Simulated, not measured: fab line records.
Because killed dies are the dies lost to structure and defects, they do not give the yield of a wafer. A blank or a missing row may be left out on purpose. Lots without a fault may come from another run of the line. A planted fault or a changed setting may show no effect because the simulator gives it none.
fab line records | flow nand_harc
record: lots: 6 wafers: 18 last_day: 33
route steps=1302 shown A_STAIRCASE@670
lots that met no fault: from a run of the same line without faults
start_h: start of the lot's first displayed wafer, in hours after the record's first day | wait_h: how many hours have passed since the lot's step before this one | " repeats the value in the row above | L1.1+2: one row covering several wafers at once | - either no value or no given start | * or withheld: withheld | < > ~ a bound
route shown NAME@n: a module of which the file shows steps, and the number in the route of the first | usual: the fault-free wafers' mean and standard deviation | same: alike in all rows | chamber/n: place in a boat | sites: the reading at each site | _std_site: their standard deviation | _edge_site: inner sites' mean taken away from outer sites' mean | radius_mm: how far each site lies from the wafer's centre | mask NAME#n: copy n | behind: the tool/chamber that last shaped the wafer | hold: why the lot was held/for how many hours/how that ended | device: transistor that didn't switch, given as n, p or np | end of line: the route-end tests of the same wafers | a step without rows: its recipe alone | killed: at the first sort, the dies lost to defects and structure; wafer yield is something else | map: dies across one wafer; x = killed, . = not, _ = none there
set.NAME: the setting the step ran with; set.NAME@STEP: the setting that earlier step ran with | model.NAME: the simulator's own value behind a step, which no gauge read
lots seen at some steps along the route; tables by step, rows by wafer
services: the hour from which a tool's chamber was out of use, counted from the record's first day as start_h (under 0 if before that day), plus the number of hours and why
== steps ==
step: NHARC_A_STAIRCASE_TRIM_14
recipe: time_s: 211.2 o2_flow_sccm: 500 ar_flow_sccm: 0 bias_w: 0 chemistry: O2
usual: drypump_motor_current_A: 6.0/0.38 mfc_ar_sccm: 0.006/0.012 oes_product_au: 0.998/0.0089 rf_vpp_V: 57.7/0.86 showerhead_plenum_p_Torr: 3.52/0.17 throttle_valve_pct: 17.038/0.0092
columns lot.wafer tool chamber start_h wait_h drypump_motor_current_A mfc_ar_sccm oes_product_au rf_hours_counter_h rf_vpp_V showerhead_plenum_p_Torr throttle_valve_pct
L888.3 rie_diel-11 2 - - 5.7 0.004 0.978 31 57.6 3.31 17.039
L888.4 " 3 " " 6.5 0 1.002 30 57.0 3.79 17.031
L888.2 " 0 " " 5.8 0 0.988 36 56.7 3.56 17.022
L890.1 rie_diel-11 0 - - 5.8 0 0.991 46 58.9 3.55 17.049
L890.2 " 2 " " 5.7 0.004 0.994 39 57.3 3.30 17.033
L890.4 " 3 " " 6.5 0 1.018 38 58.3 3.79 17.050
L905.4 rie_diel-03 0 - - 6.4 0 0.984 12 57.4 3.37 17.050
L905.2 " 1 " " 6.1 0 1.005 13 57.2 3.34 17.035
L905.5 " 1 " " 6.1 0 1.005 - 57.0 3.34 17.023
L906.1 rie_diel-03 2 - - 6.7 0.030 0.987 22 58.0 3.76 17.046
L906.2 " 1 " " 6.0 0 1.002 23 56.7 3.33 17.036
L906.5 " 3 " " 6.3 0 0.990 - 59.0 3.44 17.027
L907.4 rie_diel-02 2 - - 5.5 0 0.991 54 57.4 3.40 17.037
L907.6 " 0 " " 5.6 0.002 0.989 - 56.1 3.50 17.047
L907.5 " 1 " " 5.8 0.029 0.996 - 57.0 3.65 17.038
L911.2 rie_diel-11 1 - - 5.5 0 0.991 48 56.8 3.46 17.046
L911.1 " 3 " " 6.5 0 0.988 46 58.5 3.75 17.045
L911.3 " 0 " " 5.8 0 0.988 47 57.9 3.52 17.028
step: NHARC_A_STAIRCASE_ETCH_15
recipe: target_depth_a: 1000 time_s: 40.5 ion_energy_ev: 400 c4f8_flow_sccm: 20 o2_flow_sccm: 10 ar_flow_sccm: withheld rf_w: 600 bias_w: 1000 chemistry: C4F8/O2
step: NHARC_A_STAIRCASE_TRIM_16
recipe: time_s: 211.2 o2_flow_sccm: 500 ar_flow_sccm: 0 bias_w: 0 chemistry: O2
step: NHARC_A_STAIRCASE_ETCH_17
recipe: target_depth_a: 1000 time_s: 40.5 ion_energy_ev: 400 c4f8_flow_sccm: 20 o2_flow_sccm: 10 ar_flow_sccm: withheld rf_w: 600 bias_w: 1000 chemistry: C4F8/O2
usual: oes_product_au: 0.940/0.011 rf_vpp_V: 896/6.1 run_length_s: 61.7/0.4
columns lot.wafer tool chamber start_h wait_h oes_product_au rf_hours_counter_h rf_vpp_V run_length_s
L888.3 rie_diel-11 3 - - 0.920 31 905 61.2
L888.2 " 0 " " 0.925 36 897 62.8
L888.4 " 1 " " 0.937 35 895 60.8
L890.2 rie_diel-11 3 - - 0.960 38 906 61.4
L890.4 " 0 " " 0.959 46 897 62.2
L890.1 " 2 " " 0.941 39 887 62.3
L905.4 rie_diel-03 0 - - 0.943 12 891 61.4
L905.2 " 1 " " 0.946 13 888 61.8
L905.5 " 2 " " 0.936 - 906 61.2
L906.1 rie_diel-03 3 - - 0.928 24 893 61.3
L906.2 " 2 " " 0.931 22 905 61.4
L906.5 " 0 " " 0.955 - 890 61.5
L907.4 rie_diel-02 0 - - 0.937 56 895 61.3
L907.5 " 0 " " 0.935 - 895 61.5
L907.6 " 1 " " 0.958 - 901 62.2
L911.1 rie_diel-11 0 - - 0.952 48 896 62.5
L911.3 " 1 " " 0.935 48 893 61.2
L911.2 " 2 " " 0.947 46 887 61.9
step: NHARC_A_STAIRCASE_TRIM_18
recipe: time_s: 211.2 o2_flow_sccm: 500 ar_flow_sccm: 0 bias_w: 0 chemistry: O2
step: NHARC_A_STAIRCASE_ETCH_19
recipe: target_depth_a: 1000 time_s: 40.5 ion_energy_ev: 400 c4f8_flow_sccm: 20 o2_flow_sccm: 10 ar_flow_sccm: withheld rf_w: 600 bias_w: 1000 chemistry: C4F8/O2
step: NHARC_A_STAIRCASE_TRIM_20
recipe: time_s: 211.2 o2_flow_sccm: 500 ar_flow_sccm: 0 bias_w: 0 chemistry: O2
usual: drypump_motor_current_A: 5.9/0.36 mfc_ar_sccm: 0.004/0.0096 oes_product_au: 0.998/0.0084 rf_vpp_V: 57.6/0.86 showerhead_plenum_p_Torr: 3.52/0.16 throttle_valve_pct: 17.037/0.0086
columns lot.wafer tool chamber start_h wait_h drypump_motor_current_A mfc_ar_sccm oes_product_au rf_hours_counter_h rf_vpp_V showerhead_plenum_p_Torr throttle_valve_pct
L888.4 rie_diel-03 3 364.14 0.1 6.3 0 0.995 14 57.2 3.47 17.053
L888.3 " 0 " " 6.3 0 1.000 28 57.2 3.39 17.032
L888.2 " 1 " " 6.1 0 1.012 29 57.5 3.36 17.032
L890.1 rie_diel-11 0 385.75 0.1 5.8 0 1.006 47 58.9 3.55 17.032
L890.4 " 1 " " 5.5 0 1.007 46 58.3 3.50 17.033
L890.2 " 2 " " 5.7 0.004 1.003 39 56.4 3.30 17.047
L905.2 rie_diel-11 1 512.01 0.1 5.5 0 1.002 25 59.0 3.47 17.030
L905.4 " 0 " " 5.8 0 0.999 25 58.1 3.53 17.039
L905.5 " 2 " " 5.7 0.004 1.018 - 56.8 3.28 17.041
L906.1 rie_diel-11 2 535.74 0.1 5.6 0.004 0.997 31 56.4 3.28 17.033
L906.2 " 3 " " 6.5 0 0.991 32 58.2 3.76 17.034
L906.5 " 1 " " 5.6 0 0.993 - 57.5 3.47 17.031
L907.4 rie_diel-03 3 548.58 0.1 6.3 0 0.976 28 58.0 3.43 17.032
L907.6 " 0 " " 6.4 0 1.002 - 56.7 3.36 17.025
L907.5 " 1 " " 6.1 0 1.001 - 57.2 3.33 17.028
L911.2 rie_diel-02 1 583.66 0.1 5.8 0.029 1.005 1 58.9 3.65 17.040
L911.3 " 3 " " 5.8 0 0.995 2 57.9 3.74 17.067
L911.1 " 0 " " 5.6 0.002 0.995 1 56.3 3.50 17.030
step: NHARC_A_STAIRCASE_ETCH_21
recipe: target_depth_a: 1000 time_s: 40.5 ion_energy_ev: 400 c4f8_flow_sccm: 20 o2_flow_sccm: 10 ar_flow_sccm: withheld rf_w: 600 bias_w: 1000 chemistry: C4F8/O2
usual: oes_product_au: 0.953/0.016 rf_vpp_V: 896/6.1 run_length_s: 61.7/0.46
columns lot.wafer tool chamber start_h wait_h oes_product_au rf_hours_counter_h rf_vpp_V run_length_s
L888.4 rie_diel-03 0 - - 0.933 28 891 61.9
L888.2 " 1 " " 0.928 29 892 61.5
L888.3 " 3 " " 0.928 14 895 61.2
L890.4 rie_diel-11 2 - - 0.947 40 888 61.9
L890.2 " 3 " " 0.961 38 905 61.6
L890.1 " 0 " " 0.940 47 898 62.5
L905.4 rie_diel-11 0 - - 0.971 25 896 62.4
L905.2 " 2 " " 0.973 23 888 61.9
L905.5 " 0 " " 0.966 - 897 62.1
L906.1 rie_diel-11 1 - - 0.962 33 894 61.2
L906.2 " 2 " " 0.985 31 886 62.1
L906.5 " 1 " " 0.957 - 893 60.8
L907.4 rie_diel-03 2 - - 0.968 28 904 61.2
L907.6 " 1 " " 0.966 - 888 61.8
L907.5 " 2 " " 0.967 - 904 61.2
L911.3 rie_diel-02 1 - - 0.948 1 901 62.2
L911.2 " 2 " " 0.957 2 891 61.4
L911.1 " 3 " " 0.962 2 904 61.7
step: NHARC_A_STAIRCASE_TRIM_22
recipe: time_s: 211.2 o2_flow_sccm: 500 ar_flow_sccm: 0 bias_w: 0 chemistry: O2
usual: drypump_motor_current_A: 5.9/0.38 mfc_ar_sccm: 0.004/0.0096 oes_product_au: 0.998/0.0092 rf_vpp_V: 57.9/0.99 showerhead_plenum_p_Torr: 3.53/0.17 throttle_valve_pct: 17.035/0.01
columns lot.wafer tool chamber start_h wait_h drypump_motor_current_A mfc_ar_sccm oes_product_au rf_hours_counter_h rf_vpp_V showerhead_plenum_p_Torr throttle_valve_pct
L888.4 rie_diel-03 2 - - 6.8 0.030 0.991 30 58.9 3.79 17.038
L888.2 " 3 " " 6.3 0 0.999 14 58.6 3.47 17.036
L888.3 " 0 " " 6.3 0 1.013 28 57.9 3.39 17.057
L890.4 rie_diel-11 1 - - 5.5 0 1.013 46 58.4 3.50 17.028
L890.2 " 2 " " 5.7 0.004 1.004 40 57.2 3.30 17.037
L890.1 " 3 " " 6.5 0 0.999 38 59.0 3.79 17.039
L905.4 rie_diel-11 3 - - 6.5 0 0.991 23 57.8 3.76 17.033
L905.2 " 1 " " 5.5 0 1.013 26 59.9 3.47 17.027
L905.5 " 3 " " 6.5 0 1.006 - 58.6 3.76 17.033
L906.1 rie_diel-11 3 - - 6.5 0 0.987 32 57.3 3.76 17.034
L906.2 " 0 " " 5.8 0 0.991 33 56.9 3.53 17.048
L906.5 " 1 " " 5.5 0 1.004 - 58.7 3.47 17.025
L907.4 rie_diel-03 3 - - 6.3 0 0.981 28 57.5 3.43 17.010
L907.5 " 1 " " 6.1 0 1.005 - 57.2 3.33 17.037
L907.6 " 2 " " 6.7 0.030 0.967 - 60.5 3.76 17.042
L911.2 rie_diel-02 2 - - 5.6 0 0.997 2 57.8 3.40 17.023
L911.3 " 0 " " 5.6 0.002 0.995 1 58.0 3.50 17.037
L911.1 " 1 " " 5.8 0.029 0.985 1 56.9 3.65 17.030
step: NHARC_A_STAIRCASE_ETCH_23
recipe: target_depth_a: 1000 time_s: 40.5 ion_energy_ev: 400 c4f8_flow_sccm: 20 o2_flow_sccm: 10 ar_flow_sccm: withheld rf_w: 600 bias_w: 1000 chemistry: C4F8/O2
step: NHARC_A_STAIRCASE_TRIM_24
recipe: time_s: 211.2 o2_flow_sccm: 500 ar_flow_sccm: 0 bias_w: 0 chemistry: O2
step: NHARC_A_STAIRCASE_ETCH_25
recipe: target_depth_a: 1000 time_s: 40.5 ion_energy_ev: 400 c4f8_flow_sccm: 20 o2_flow_sccm: 10 ar_flow_sccm: withheld rf_w: 600 bias_w: 1000 chemistry: C4F8/O2
usual: oes_product_au: 0.941/0.011 rf_vpp_V: 896/6 run_length_s: 61.7/0.44
columns lot.wafer tool chamber start_h wait_h oes_product_au rf_hours_counter_h rf_vpp_V run_length_s
L888.2 rie_diel-03 3 364.78 - 0.938 14 893 61.3
L888.4 " 1 " " 0.958 29 889 61.6
L888.3 " 2 " " 0.938 30 906 61.7
L890.2 rie_diel-11 2 386.46 - 0.934 40 887 61.7
L890.4 " 0 " " 0.926 47 895 62.2
L890.1 " 1 " " 0.940 47 895 61.0
L905.4 rie_diel-11 3 512.69 - 0.931 23 904 73.8
L905.2 " 2 " " 0.934 23 886 61.7
L905.5 " 0 " " 0.936 - 895 62.3
L906.1 rie_diel-11 0 536.36 - 0.945 33 896 74.8
L906.2 " 2 " " 0.948 32 886 61.9
L906.5 " 3 " " 0.944 - 903 61.2
L907.4 rie_diel-03 0 549.19 - 0.934 29 889 61.5
L907.5 " 1 " " 0.928 - 887 61.7
L907.6 " 2 " " 0.939 - 904 61.5
L911.1 rie_diel-02 1 584.32 - 0.960 1 900 62.3
L911.2 " 3 " " 0.928 2 904 61.9
L911.3 " 0 " " 0.961 1 895 62.0
step: NHARC_A_STAIRCASE_TRIM_26
recipe: time_s: 211.2 o2_flow_sccm: 500 ar_flow_sccm: 0 bias_w: 0 chemistry: O2
== services ==
columns tool chamber start_h hours kind
rie_diel-11 0 338.13 - clean
rie_diel-11 1 338.13 - clean
rie_diel-11 2 338.13 - clean
rie_diel-11 3 338.13 - clean
rie_diel-11 0 363.74 - clean
rie_diel-11 1 363.74 - clean
rie_diel-11 2 363.74 - clean
rie_diel-11 3 363.74 - clean
rie_diel-11 0 388.24 - clean
rie_diel-11 1 388.24 - clean
rie_diel-11 2 388.24 - clean
rie_diel-11 3 388.24 - clean
rie_diel-02 - 393.88 9.0 pm
rie_diel-11 0 412.74 - clean
rie_diel-11 1 412.74 - clean
rie_diel-11 2 412.74 - clean
rie_diel-11 0 426.88 5.3 repair
rie_diel-11 - 432.53 9.0 pm
rie_diel-03 1 437.05 22.3 repair
rie_diel-03 - 458.43 9.0 pm
rie_diel-11 2 480.26 1.8 repair
rie_diel-02 3 492.94 4.1 repair
rie_diel-03 0 558.29 5.3 repair
rie_diel-02 - 570.93 9.0 pm
== key ==
first_sign: step: NHARC_A_STAIRCASE_ETCH_25 reading: run_length_s direction: up sigmas: 28 usual: * struck: *
effect none on later readings
met_at NHARC_A_STAIRCASE_ETCH_25
struck_wafers L905.4,L906.1
later_rows_left_out L905.4,L906.1
sort_left_out L905.4,L906.1
tester_left_out L905,L906
onset_between 386.46 512.69
fault: kind: process_parameter_drift tool: rie_diel-11 chamber: - onset_h: 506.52 steps: NHARC_A_STAIRCASE_ETCH_25 channel: time_s offset: * shape: step end_h: 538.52 scope: struck_wafers_only acts_in: * stated: *
tester_left_out: of these lots the tester's yield and bins aren't shown, on N5 and GAA mostly nor the transistor test; their killed dies are dies lost to structure and defects alone, not to doping, threshold or leakage, so they don't give the yield
sort_left_out: the simulated sort isn't trusted on such a fault, so these wafers' sort isn't shown, and their yield isn't known
later_rows_left_out: the simulator's readings of these wafers behind a module that went badly wrong aren't trusted and aren't shown, but for the sort
